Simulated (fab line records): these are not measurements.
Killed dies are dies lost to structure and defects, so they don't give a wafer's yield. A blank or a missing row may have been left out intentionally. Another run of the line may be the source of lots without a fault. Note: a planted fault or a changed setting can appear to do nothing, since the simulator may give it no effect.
Which tool did it? | flow n5-finfet | 12 lots, 36 wafers sampled, at 2 steps of a route of 1938

== WHAT EACH GAUGE READ, for each wafer ==
N5_BEOL_M3_CD_MEAS_28: target cd 25.7 nm, target cd y 23.3 nm.
lot  | measured     | on        | cd-nm (nm)
L075 | day 7 07:52  | cd-sem-03 | 25.89 25.49 25.84
L076 | day 7 15:08  | cd-sem-02 | 25.52 25.47 25.81
L079 | day 8 11:35  | cd-sem-01 | 25.63 26.12 26.07
L082 | day 9 07:25  | cd-sem-03 | 25.97 25.47 25.89
L083 | day 9 14:35  | cd-sem-02 | 25.69 25.66 26.05
L085 | day 9 17:21  | cd-sem-02 | 25.52 26.30 25.48
L087 | day 10 04:41 | cd-sem-02 | 25.42 25.71 25.88
L089 | day 10 15:57 | cd-sem-02 | 25.38 25.65 25.27
L092 | day 11 13:08 | cd-sem-02 | 26.25 25.73 25.70
L093 | day 11 19:50 | cd-sem-02 | 25.81 25.94 25.99
L095 | day 12 19:36 | cd-sem-02 | 25.76 25.61 25.72
L097 | day 13 06:29 | cd-sem-02 | 25.83 25.60 25.87

== EACH LOT AND THE TOOL THAT RAN IT (in order: tool; ch and the chambers of the sampled wafers; start) ==
lot  | N5_BEOL_M2_SPUTTER_94
L075 | pvd-sputter-02, day 7 04:47
L076 | pvd-sputter-03, day 7 11:37
L079 | pvd-sputter-01, day 8 05:48
L082 | pvd-sputter-01, day 9 03:12
L083 | pvd-sputter-02, day 9 09:42
L085 | pvd-sputter-01, day 9 14:10
L087 | pvd-sputter-03, day 10 01:11
L089 | pvd-sputter-02, day 10 12:19
L092 | pvd-sputter-01, day 11 06:02
L093 | pvd-sputter-02, day 11 16:32
L095 | pvd-sputter-03, day 12 15:19
L097 | pvd-sputter-02, day 13 02:49
- N5_BEOL_M2_SPUTTER_94: material Cu, target thk 4.5 nm, time 8.29 s.

== THE ANSWER, worked out from the rows above alone ==
Rule: what is usual is taken from the lots themselves. The widest of any qualifying gaps counts: lots, ordered by their means at a reading, are off when they make up no more than a third of the lots, leave a main group of 4 or more, and stand apart from it by 3 or more times the standard deviation of that group's means. The tables above print the reading to a certain number of digits; a main group whose means all agree to those digits is not used. A lot without any number at a reading at which 4 lots or more have one is off too. All remaining lots with rows at the step are treated as sound.
None of the lots is off at any reading shown; this tells nothing.

== WHAT THE SIMULATOR HAD PUT IN ==
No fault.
